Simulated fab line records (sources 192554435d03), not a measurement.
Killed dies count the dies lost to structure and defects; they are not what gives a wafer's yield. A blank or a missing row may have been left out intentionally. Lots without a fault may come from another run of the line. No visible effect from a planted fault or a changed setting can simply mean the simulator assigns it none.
fab line records + flow n5Finfet
record:
- lots: 10
- wafers: 30
- lastDay: 20
route steps=1938 shown BEOL_M0@750 BEOL_M1@768 BEOL_M4@1111 PASSIVATION@1936
lots that met no fault: taken from a fault-free run of the same line
startH: hours from the record's first day to the start of the lot's first wafer shown + waitH: time in hours since the lot's previous step + " unchanged from the row above + L1.1+2: a single row standing in for several wafers + - either no value or no given start + * or withheld: withheld + < > ~ a bound
route shown NAME@n: names a module that has steps shown in the file, with the first one's number in the route + usual: mean/standard deviation taken from wafers without a fault + same: alike in all rows + chamber/n: place in a boat + sites: each site's reading + _std_site: standard deviation of those values + _edge_site: mean of outer sites minus mean of inner sites + radiusMm: how far each site lies from the wafer's centre + mask NAME#n: copy n + behind: tool/chamber where the wafer was last shaped + hold: cause of the lot's hold/its duration in hours/its outcome + device: which transistor (n, p or np) failed to switch + end of line: tests run on the same wafers once the route is complete + a step with no rows: only its recipe + killed: dies lost to structure and defects at the first sort, not the wafer's yield + map: the dies of a wafer, with x for killed, . for not killed, _ for no die there
set.NAME: the run value of the setting; set.NAME@STEP: its run value at that earlier step + model.NAME: the simulator's own value behind a step, which no gauge read
steps of the route over a sample of lots; a table a step, a row a wafer
services: when a tool's chamber went out of use (startH, in hours from the record's first day, below 0 if earlier), for how many hours, and the reason
== steps ==
step: N5_BEOL_M0_INSPECT_127
recipe:
- inspectInstrument: darkfield
- mode: postDep
usual:
- rawDefectCount: 63/22
| lot.wafer | tool             | chamber | startH | waitH | rawDefectCount |
|-----------|------------------|---------|--------|-------|----------------|
| L602.2    | defectInspect-02 | -       | 135.21 | 0.0   | 65             |
| L602.5    | "                | -       | "      | "     | 83             |
| L602.6    | "                | -       | "      | "     | 87             |
| L607.2    | defectInspect-02 | -       | 170.12 | 0.0   | 62             |
| L607.3    | "                | -       | "      | "     | 53             |
| L607.5    | "                | -       | "      | "     | 52             |
| L609.2    | defectInspect-01 | -       | 177.67 | 0.0   | 74             |
| L609.4    | "                | -       | "      | "     | 43             |
| L609.5    | "                | -       | "      | "     | 90             |
| L610.2    | defectInspect-01 | -       | 187.68 | 0.0   | 87             |
| L610.3    | "                | -       | "      | "     | 65             |
| L610.4    | "                | -       | "      | "     | 93             |
| L613.1    | defectInspect-02 | -       | 205.43 | 0.0   | 75             |
| L613.2    | "                | -       | "      | "     | 45             |
| L613.4    | "                | -       | "      | "     | 57             |
| L614.2    | defectInspect-02 | -       | 219.99 | 0.0   | 67             |
| L614.3    | "                | -       | "      | "     | 68             |
| L614.5    | "                | -       | "      | "     | 85             |
| L617.1    | defectInspect-02 | -       | 245.51 | 0.0   | 54             |
| L617.2    | "                | -       | "      | "     | 64             |
| L617.6    | "                | -       | "      | "     | 35             |
| L619.1    | defectInspect-01 | -       | 248.12 | 0.0   | 53             |
| L619.2    | "                | -       | "      | "     | 69             |
| L619.3    | "                | -       | "      | "     | 50             |
| L621.2    | defectInspect-02 | -       | 258.36 | 0.0   | 71             |
| L621.3    | "                | -       | "      | "     | 64             |
| L621.6    | "                | -       | "      | "     | 80             |
| L622.1    | defectInspect-02 | -       | 272.08 | 0.0   | 63             |
| L622.2    | "                | -       | "      | "     | 54             |
| L622.5    | "                | -       | "      | "     | 40             |
step: N5_BEOL_M1_ETCH_74
recipe:
- chemistry: N2/H2
- target: underlayer
- targetDepthA: 65
- maskMaterial: CAR-EUV
- timeS: 5.2
- ionEnergyEv: 200
- pressureMtorr: 30
- sourceW: 840
- biasW: 150
- n2FlowSccm: 200
- h2FlowSccm: 200
- ends: cleared
usual:
- drypumpMotorCurrentA: 5.6/0.48
- etchRfOnTimeS: 5.17/0.08
- oesProductAu: 0.69/0.086
- rfVppV: 524.1/2.8
- showerheadPlenumPTorr: 2.55/0.093
- throttleValvePct: 17.83/0.26
| lot.wafer | tool       | chamber | startH | waitH | drypumpMotorCurrentA | etchRfOnTimeS | oesProductAu | rfHoursCounterH | rfVppV | showerheadPlenumPTorr | throttleValvePct |
|-----------|------------|---------|--------|-------|----------------------|---------------|--------------|-----------------|--------|-----------------------|------------------|
| L602.2    | rieDiel-03 | 2       | 137.46 | 0.0   | 5.3                  | 5.37          | 0.61         | 226             | 517.9  | 2.40                  | 18.05            |
| L602.5    | "          | 2       | "      | "     | 5.3                  | 5.33          | 0.60         | -               | 518.8  | 2.40                  | 18.02            |
| L602.6    | "          | 1       | "      | "     | 6.0                  | 5.09          | 0.62         | -               | 526.6  | 2.62                  | 18.07            |
| L607.2    | rieDiel-06 | 2       | 175.20 | 0.0   | 6.5                  | 5.11          | 0.65         | 160             | 519.6  | 2.43                  | 17.64            |
| L607.3    | "          | 0       | "      | "     | 5.3                  | 5.08          | 0.82         | 9               | 523.1  | 2.49                  | 17.53            |
| L607.5    | "          | 1       | "      | "     | 5.6                  | 5.16          | 0.61         | -               | 526.4  | 2.63                  | 18.27            |
| L609.2    | rieDiel-02 | 0       | 179.02 | 0.0   | 5.6                  | 5.11          | 0.80         | 17              | 522.6  | 2.49                  | 17.67            |
| L609.4    | "          | 2       | "      | "     | 6.0                  | 5.16          | 0.63         | 162             | 527.7  | 2.64                  | 17.86            |
| L609.5    | "          | 2       | "      | "     | 6.0                  | 5.20          | 0.63         | -               | 525.1  | 2.63                  | 17.84            |
| L610.2    | rieDiel-06 | 3       | 188.76 | 0.0   | 5.5                  | 5.26          | 0.59         | 206             | 522.1  | 2.53                  | 18.12            |
| L610.3    | "          | 0       | "      | "     | 5.2                  | 5.12          | 0.80         | 13              | 522.4  | 2.49                  | 17.58            |
| L610.4    | "          | 2       | "      | "     | 6.5                  | 5.09          | 0.64         | 164             | 521.4  | 2.43                  | 17.66            |
| L613.1    | rieDiel-03 | 3       | 207.99 | 0.0   | 5.5                  | 5.23          | 0.77         | 21              | 529.1  | 2.71                  | 17.64            |
| L613.2    | "          | 1       | "      | "     | 6.0                  | 5.11          | 0.61         | 226             | 525.3  | 2.62                  | 18.09            |
| L613.4    | "          | 0       | "      | "     | 4.8                  | 5.23          | 0.70         | 49              | 522.8  | 2.48                  | 17.56            |
| L614.2    | rieDiel-06 | 2       | 222.84 | 0.0   | 6.4                  | 5.12          | 0.64         | 171             | 520.9  | 2.42                  | 17.64            |
| L614.3    | "          | 1       | "      | "     | 5.6                  | 5.20          | 0.59         | 224             | 526.7  | 2.62                  | 18.28            |
| L614.5    | "          | 3       | "      | "     | 5.5                  | 5.19          | 0.60         | -               | 523.0  | 2.53                  | 18.13            |
| L617.1    | rieDiel-03 | 1       | 246.51 | 0.0   | 6.1                  | 5.08          | 0.62         | 240             | 526.2  | 2.61                  | 18.12            |
| L617.2    | "          | 3       | "      | "     | 5.5                  | 5.23          | 0.76         | 35              | 527.8  | 2.71                  | 17.65            |
| L617.6    | "          | 2       | "      | "     | 5.3                  | 5.15          | 0.85         | -               | 527.5  | 2.71                  | 17.70            |
| L619.1    | rieDiel-03 | 0       | 250.95 | 0.0   | 4.7                  | 5.31          | 0.68         | 64              | 522.1  | 2.47                  | 17.61            |
| L619.2    | "          | 3       | "      | "     | 5.5                  | 5.28          | 0.73         | 38              | 527.1  | 2.70                  | 17.65            |
| L619.3    | "          | 1       | "      | "     | 6.0                  | 5.11          | 0.61         | 242             | 526.7  | 2.61                  | 18.15            |
| L621.2    | rieDiel-03 | 2       | 259.96 | 0.0   | 5.4                  | 5.17          | 0.82         | 8               | 527.2  | 2.71                  | 17.71            |
| L621.3    | "          | 3       | "      | "     | 5.5                  | 5.21          | 0.73         | 41              | 527.0  | 2.70                  | 17.65            |
| L621.6    | "          | 3       | "      | "     | 5.5                  | 5.22          | 0.75         | -               | 526.3  | 2.70                  | 17.66            |
| L622.1    | rieDiel-06 | 2       | 274.18 | 0.0   | 6.4                  | 5.03          | 0.64         | 182             | 520.0  | 2.42                  | 17.68            |
| L622.2    | "          | 3       | "      | "     | 5.4                  | 5.11          | 0.58         | 225             | 523.2  | 2.52                  | 18.14            |
| L622.5    | "          | 0       | "      | "     | 5.2                  | 5.07          | 0.78         | -               | 521.1  | 2.48                  | 17.63            |
step: N5_BEOL_M1_COAT_67
recipe:
- resist: SOC
- tempC: 250
- timeS: 60
- spinRpm: 1500
- resistThkNm: 60
usual:
- resistLineTempC: 23.03/0.1
- spinSpeedRpm: 1500.2/1.1
| lot.wafer | tool          | chamber | startH | waitH | resistLineTempC | spinSpeedRpm |
|-----------|---------------|---------|--------|-------|-----------------|--------------|
| L602.2    | lithoTrack-05 | 0       | 137.97 | 0.0   | 22.86           | 1500.2       |
| L602.5    | "             | 0       | "      | "     | 22.90           | 1499.6       |
| L602.6    | "             | 0       | "      | "     | 22.83           | 1500.1       |
| L607.2    | lithoTrack-05 | 0       | 175.72 | 0.0   | 23.05           | 1500.5       |
| L607.3    | "             | 0       | "      | "     | 22.98           | 1501.5       |
| L607.5    | "             | 0       | "      | "     | 23.06           | 1499.7       |
| L609.2    | lithoTrack-05 | 0       | 179.45 | 0.0   | 23.12           | 1458.2       |
| L609.4    | "             | 0       | "      | "     | 23.07           | 1458.0       |
| L609.5    | "             | 0       | "      | "     | 23.00           | 1459.3       |
| L610.2    | lithoTrack-05 | 0       | 189.19 | 0.0   | 23.10           | 1457.9       |
| L610.3    | "             | 0       | "      | "     | 23.12           | 1457.1       |
| L610.4    | "             | 0       | "      | "     | 22.95           | 1458.1       |
| L613.1    | lithoTrack-02 | 0       | 208.51 | 0.0   | 23.13           | 1502.3       |
| L613.2    | "             | 0       | "      | "     | 23.09           | 1501.0       |
| L613.4    | "             | 0       | "      | "     | 23.02           | 1502.4       |
| L614.2    | lithoTrack-02 | 0       | 223.27 | 0.0   | 22.86           | 1500.2       |
| L614.3    | "             | 0       | "      | "     | 22.98           | 1499.9       |
| L614.5    | "             | 0       | "      | "     | 22.94           | 1498.1       |
| L617.1    | lithoTrack-02 | 0       | 247.00 | 0.0   | 23.01           | 1500.0       |
| L617.2    | "             | 0       | "      | "     | 23.07           | 1497.8       |
| L617.6    | "             | 0       | "      | "     | 23.10           | 1500.2       |
| L619.1    | lithoTrack-02 | 0       | 251.52 | 0.0   | 22.91           | 1499.8       |
| L619.2    | "             | 0       | "      | "     | 23.08           | 1499.3       |
| L619.3    | "             | 0       | "      | "     | 23.03           | 1501.2       |
| L621.2    | lithoTrack-02 | 0       | 260.43 | 0.0   | 22.89           | 1501.0       |
| L621.3    | "             | 0       | "      | "     | 22.93           | 1498.8       |
| L621.6    | "             | 0       | "      | "     | 22.91           | 1499.5       |
| L622.1    | lithoTrack-02 | 0       | 274.62 | 0.0   | 23.01           | 1500.6       |
| L622.2    | "             | 0       | "      | "     | 23.00           | 1500.9       |
| L622.5    | "             | 0       | "      | "     | 22.99           | 1500.3       |
step: N5_BEOL_M1_OVL_MEAS_29
recipe:
- pointsPerWafer: 522
usual:
- V0_OVL: 0.1/0.87
| lot.wafer | tool       | chamber | startH | waitH | V0_OVL[nm] |
|-----------|------------|---------|--------|-------|------------|
| L602.2    | overlay-02 | 0       | 138.29 | 0.0   | -0.5       |
| L602.5    | "          | 0       | "      | "     | 0.1        |
| L602.6    | "          | 0       | "      | "     | -0.2       |
| L607.2    | overlay-01 | 0       | 176.17 | 0.0   | -0.3       |
| L607.3    | "          | 0       | "      | "     | 0.6        |
| L607.5    | "          | 0       | "      | "     | -0.6       |
| L609.2    | overlay-02 | 0       | 179.80 | 0.0   | -0.2       |
| L609.4    | "          | 0       | "      | "     | 0.4        |
| L609.5    | "          | 0       | "      | "     | -0.2       |
| L610.2    | overlay-01 | 0       | 189.50 | 0.0   | -0.2       |
| L610.3    | "          | 0       | "      | "     | 0.0        |
| L610.4    | "          | 0       | "      | "     | -0.5       |
| L613.1    | overlay-01 | 0       | 208.82 | 0.0   | -1.1       |
| L613.2    | "          | 0       | "      | "     | -1.1       |
| L613.4    | "          | 0       | "      | "     | -2.1       |
| L614.2    | overlay-01 | 0       | 223.71 | 0.0   | -0.4       |
| L614.3    | "          | 0       | "      | "     | 0.6        |
| L614.5    | "          | 0       | "      | "     | 1.2        |
| L617.1    | overlay-01 | 0       | 247.44 | 0.0   | 1.5        |
| L617.2    | "          | 0       | "      | "     | 1.8        |
| L617.6    | "          | 0       | "      | "     | 2.0        |
| L619.1    | overlay-02 | 0       | 252.10 | 0.0   | -0.1       |
| L619.2    | "          | 0       | "      | "     | -0.1       |
| L619.3    | "          | 0       | "      | "     | 0.3        |
| L621.2    | overlay-02 | 0       | 260.87 | 0.0   | 2.3        |
| L621.3    | "          | 0       | "      | "     | 0.9        |
| L621.6    | "          | 0       | "      | "     | 0.9        |
| L622.1    | overlay-02 | 0       | 275.05 | 0.0   | -0.2       |
| L622.2    | "          | 0       | "      | "     | -0.3       |
| L622.5    | "          | 0       | "      | "     | -0.1       |
step: N5_BEOL_M4_RC_MEAS_101
usual:
- DIBL_N: 36.6/1.3
- DIBL_P: 36.4/1.4
- IOFF_N: 0.167/0.023
- IOFF_P: 0.219/0.029
- ION_N: 678/8.7
- ION_P: 464/6.4
- SS_N: 71.5/0.53
- SS_P: 73.4/0.57
- VT_N: 248.5/2.8
- VT_P: -249/3.1
| lot.wafer | tool      | chamber | startH | waitH | DIBL_N[mV/V] | DIBL_P[mV/V] | IOFF_N[nA/um] | IOFF_P[nA/um] | ION_N[uA/um] | ION_P[uA/um] | SS_N[mV/dec] | SS_P[mV/dec] | VT_N[mV] | VT_P[mV] |
|-----------|-----------|---------|--------|-------|--------------|--------------|---------------|---------------|--------------|--------------|--------------|--------------|----------|----------|
| L602.2    | prober-02 | 0       | 193.25 | 0.2   | 35.6         | 34.5         | 0.152         | 0.219         | 676          | 470          | 71.3         | 73.5         | 247.8    | -246     |
| L602.5    | "         | 0       | "      | "     | 37.3         | 36.0         | 0.181         | 0.244         | 685          | 472          | 71.9         | 73.3         | 246.9    | -247     |
| L602.6    | "         | 0       | "      | "     | 36.9         | 36.0         | 0.180         | 0.244         | 679          | 468          | 71.7         | 73.9         | 249.0    | -245     |
| L607.2    | prober-02 | 0       | 254.80 | 0.2   | 35.0         | 34.1         | 0.133         | 0.192         | 666          | 462          | 70.6         | 72.9         | 252.4    | -249     |
| L607.3    | "         | 0       | "      | "     | 37.0         | 36.9         | 0.166         | 0.239         | 681          | 471          | 71.8         | 73.5         | 247.1    | -247     |
| L607.5    | "         | 0       | "      | "     | 37.8         | 37.1         | 0.169         | 0.238         | 669          | 459          | 71.9         | 73.4         | 250.5    | -246     |
| L610.2    | prober-01 | 0       | 254.85 | 0.2   | 34.9         | 36.0         | 0.157         | 0.243         | 675          | 467          | 71.3         | 73.4         | 252.5    | -242     |
| L610.3    | "         | 0       | "      | "     | 34.1         | 34.6         | 0.154         | 0.216         | 678          | 468          | 71.1         | 72.9         | 248.4    | -246     |
| L610.4    | "         | 0       | "      | "     | 34.5         | 35.8         | 0.158         | 0.238         | 681          | 472          | 71.1         | 73.4         | 249.7    | -247     |
| L609.2    | prober-01 | 0       | 283.34 | 0.2   | 34.9         | 34.7         | 0.144         | 0.182         | 674          | 460          | 71.2         | 72.9         | 250.8    | -253     |
| L609.4    | "         | 0       | "      | "     | 36.6         | 36.5         | 0.170         | 0.208         | 669          | 458          | 71.6         | 73.3         | 247.6    | -249     |
| L609.5    | "         | 0       | "      | "     | 34.6         | 34.2         | 0.131         | 0.178         | 665          | 461          | 70.7         | 72.7         | 249.1    | -251     |
| L614.2    | prober-02 | 0       | 296.83 | 0.2   | 37.3         | 36.1         | 0.187         | 0.241         | 675          | 464          | 72.4         | 73.5         | 248.6    | -245     |
| L614.3    | "         | 0       | "      | "     | 38.8         | 38.8         | 0.219         | 0.290         | 681          | 468          | 72.3         | 75.0         | 245.4    | -244     |
| L614.5    | "         | 0       | "      | "     | 37.2         | 35.9         | 0.182         | 0.238         | 669          | 459          | 72.7         | 73.2         | 246.7    | -246     |
| L613.1    | prober-01 | 0       | 308.51 | 0.0   | 34.8         | 34.5         | 0.142         | 0.195         | 661          | 454          | 71.8         | 73.4         | 250.3    | -251     |
| L613.2    | "         | 0       | "      | "     | 35.6         | 36.9         | 0.159         | 0.228         | 675          | 461          | 70.3         | 73.5         | 249.4    | -247     |
| L613.4    | "         | 0       | "      | "     | 36.5         | 36.5         | 0.169         | 0.222         | 670          | 459          | 71.2         | 73.4         | 247.3    | -246     |
| L617.1    | prober-02 | 0       | 332.15 | 0.0   | 35.9         | 35.4         | 0.156         | 0.219         | 675          | 464          | 70.9         | 73.2         | 246.8    | -250     |
| L617.2    | "         | 0       | "      | "     | 35.2         | 35.2         | 0.148         | 0.225         | 681          | 472          | 70.5         | 73.5         | 249.7    | -248     |
| L617.6    | "         | 0       | "      | "     | 36.6         | 36.0         | 0.169         | 0.230         | 681          | 466          | 70.9         | 73.4         | 246.5    | -248     |
| L619.1    | prober-01 | 0       | 334.52 | 0.0   | 39.3         | 37.6         | 0.193         | 0.207         | 689          | 461          | 71.7         | 74.3         | 245.8    | -252     |
| L619.2    | "         | 0       | "      | "     | 37.9         | 37.0         | 0.165         | 0.200         | 679          | 466          | 71.7         | 73.7         | 249.2    | -253     |
| L619.3    | "         | 0       | "      | "     | 37.2         | 36.2         | 0.149         | 0.180         | 672          | 456          | 71.6         | 73.5         | 252.1    | -255     |
| L622.1    | prober-02 | 0       | 351.41 | 0.0   | 36.2         | 37.2         | 0.160         | 0.197         | 679          | 461          | 71.8         | 72.2         | 248.6    | -252     |
| L622.2    | "         | 0       | "      | "     | 36.1         | 36.6         | 0.153         | 0.182         | 676          | 457          | 71.3         | 72.6         | 251.2    | -250     |
| L622.5    | "         | 0       | "      | "     | 35.8         | 36.3         | 0.151         | 0.179         | 679          | 460          | 70.9         | 72.6         | 250.6    | -252     |
| L621.2    | prober-01 | 0       | 358.47 | 0.2   | 38.3         | 39.0         | 0.231         | 0.281         | 704          | 477          | 71.8         | 74.7         | 242.5    | -245     |
| L621.3    | "         | 0       | "      | "     | 37.2         | 36.4         | 0.193         | 0.235         | 689          | 468          | 71.3         | 74.4         | 245.3    | -249     |
| L621.6    | "         | 0       | "      | "     | 37.2         | 36.5         | 0.188         | 0.234         | 690          | 468          | 71.6         | 73.3         | 245.2    | -250     |
step: N5_PASSIVATION_PROBE_49
usual:
- defectLimitedYield: 91.6/1.6
- killed_at_M0_to_M3: 32/9.7
- killed_at_M4_up: 13/4.4
- killedAtContacts: 12/6.5
- killedAtFrontEnd: 38/12
- killedAtOther: 3.7/3
- killedDies: 99/18
- killedOpen: 66/14
- killedShort: 32/7.5
- sort_bin_5_function: 4.9/1
- sort_bin_6_memory: 3.2/0.73
- sortNPass: 1081/18
- sortYieldPct: 91.6/1.6
same:
- grossDies: 1180
- killedAtBackSide: 0
- sort_bin_4_leakage[%]: 0
- sort_bin_8_speed[%]: 0
| lot.wafer | tool      | chamber | startH | waitH | defectLimitedYield[%] | killed_at_M0_to_M3 | killed_at_M4_up | killedAtContacts | killedAtFrontEnd | killedAtOther | killedDies | killedOpen | killedShort | sort_bin_5_function[%] | sort_bin_6_memory[%] | sortNPass | sortYieldPct[%] |
|-----------|-----------|---------|--------|-------|-----------------------|--------------------|-----------------|------------------|------------------|---------------|------------|------------|-------------|------------------------|----------------------|-----------|-----------------|
| L602.2    | prober-02 | -       | 299.79 | 0.1   | 92.4                  | 26                 | 10              | 19               | 31               | 4             | 90         | 58         | 32          | 4.8                    | 2.6                  | 1090      | 92.4            |
| L602.5    | prober-02 | -       | 299.94 | 0.2   | 91.9                  | 26                 | 9               | 24               | 30               | 6             | 95         | 66         | 29          | 4.7                    | 3.0                  | 1085      | 91.9            |
| L602.6    | prober-02 | -       | 299.99 | 0.3   | 91.4                  | 26                 | 7               | 12               | 52               | 4             | 101        | 64         | 35          | 4.7                    | 3.6                  | 1079      | 91.4            |
| L617.1    | prober-01 | -       | 434.31 | 0.0   | 89.1                  | 25                 | 23              | 21               | 59               | 1             | 129        | 100        | 28          | 6.4                    | 4.2                  | 1051      | 89.1            |
| L617.2    | prober-01 | -       | 434.36 | 0.1   | 91.1                  | 24                 | 13              | 17               | 47               | 4             | 105        | 79         | 25          | 4.7                    | 4.1                  | 1075      | 91.1            |
| L617.6    | prober-01 | -       | 434.56 | 0.3   | 91.7                  | 26                 | 17              | 9                | 42               | 4             | 98         | 68         | 29          | 4.2                    | 3.8                  | 1082      | 91.7            |
killed by level:class
L602.2 FIN_SAQP:geometricParticle:open=11 MOL_CONTACT_COAG:geometricParticle:open=11 MOL_CONTACT_COAG:geometricParticle:short=8 BEOL_M0:geometricParticle:open=5 BEOL_M3:geometricParticle:open=5 STI_FIN_REVEAL:geometricParticle:open=4 GATE_CUT:geometricParticle:open=4 GATE_CUT:geometricParticle:short=4
L602.5 MOL_CONTACT_COAG:geometricParticle:open=15 DUMMY_GATE:geometricParticle:open=9 MOL_CONTACT_COAG:geometricParticle:short=9 BEOL_M0_SAQP:geometricParticle:open=6 BEOL_M2:geometricParticle:open=5 BEOL_M3:geometricParticle:open=5 FIN_SAQP:geometricParticle:open=4 BEOL_M0_SAQP:geometricParticle:short=4
L602.6 STI_FIN_REVEAL:geometricParticle:open=16 MOL_CONTACT_COAG:geometricParticle:open=12 GATE_CUT:geometricParticle:short=9 BEOL_M2:geometricParticle:short=7 BEOL_M3:geometricParticle:open=7 DUMMY_GATE:geometricParticle:open=5 BEOL_M0:geometricParticle:open=5 STI_FIN_REVEAL:geometricParticle:short=4
L617.1 FIN_SAQP:geometricParticle:open=20 BEOL_M4:geometricParticle:open=19 MOL_CONTACT_COAG:geometricParticle:open=18 STI_FIN_REVEAL:geometricParticle:open=14 FIN_SAQP:geometricParticle:short=9 BEOL_M0_SAQP:geometricParticle:open=9 BEOL_M3:geometricParticle:open=8 STI_FIN_REVEAL:geometricParticle:short=5
L617.2 MOL_CONTACT_COAG:geometricParticle:open=15 STI_FIN_REVEAL:geometricParticle:open=14 BEOL_M4:geometricParticle:open=10 BEOL_M1:geometricParticle:open=8 DUMMY_GATE:geometricParticle:open=7 BEOL_M2:geometricParticle:open=6 STARTING-WAFER:geometricParticle:open=5 FIN_SAQP:geometricParticle:open=4
L617.6 STI_FIN_REVEAL:geometricParticle:open=11 FIN_SAQP:geometricParticle:open=10 MOL_CONTACT_COAG:geometricParticle:open=8 BEOL_M1:geometricParticle:open=7 BEOL_M3:geometricParticle:open=6 DUMMY_GATE:geometricParticle:open=5 FIN_SAQP:geometricParticle:short=4 BEOL_M0_SAQP:geometricParticle:short=4
== services ==
| tool          | chamber | startH | hours | kind                         |
|---------------|---------|--------|-------|------------------------------|
| rieDiel-06    | 0       | 120.08 | -     | clean                        |
| rieDiel-06    | 0       | 120.08 | -     | consumableReplace:focusRing  |
| rieDiel-06    | 0       | 120.08 | 16.2  | scheduledDown                |
| rieDiel-06    | 0       | 120.08 | 16.2  | ventCycle                    |
| rieDiel-06    | 2       | 125.76 | 11.1  | repair                       |
| lithoTrack-05 | -       | 132.69 | -     | consumableReplace:filter     |
| rieDiel-03    | 1       | 145.19 | 1.6   | repair                       |
| rieDiel-06    | -       | 158.33 | 2.8   | pm                           |
| rieDiel-06    | 2       | 163.27 | 9.2   | repair                       |
| rieDiel-03    | -       | 177.21 | 0.8   | repair                       |
| rieDiel-02    | 2       | 214.00 | 6.4   | repair                       |
| rieDiel-02    | 1       | 219.30 | 40.8  | repair                       |
| rieDiel-03    | 2       | 225.34 | -     | clean                        |
| rieDiel-03    | 2       | 225.34 | -     | consumableReplace:focusRing  |
| rieDiel-03    | 2       | 225.34 | -     | consumableReplace:showerhead |
| rieDiel-03    | 2       | 225.34 | 18.0  | scheduledDown                |
| rieDiel-03    | 2       | 225.34 | 18.0  | ventCycle                    |
| rieDiel-06    | 3       | 252.54 | 2.8   | repair                       |
| rieDiel-03    | 1       | 260.48 | 6.6   | repair                       |
| lithoTrack-02 | -       | 267.81 | -     | consumableReplace:filter     |
== key ==
firstSign:
- step: N5_BEOL_M1_COAT_67
- reading: spinSpeedRpm
- direction: down
- sigmas: 39
- usual: *
- struck: *
effect none on later readings
metAt N5_BEOL_M1_COAT_67
struckLots L609,L610
notActingAt N5_BEOL_M0_INSPECT_127,N5_BEOL_M1_ETCH_74,N5_BEOL_M1_OVL_MEAS_29
onsetBetween 175.72 179.45
fault:
- kind: processParameterDrift
- tool: lithoTrack-05
- chamber: -
- onsetH: 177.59
- steps: N5_BEOL_M1_COAT_67
- channel: spinRpm
- offset: *
- shape: step
- endH: 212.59
- actsIn: *
- stated: *
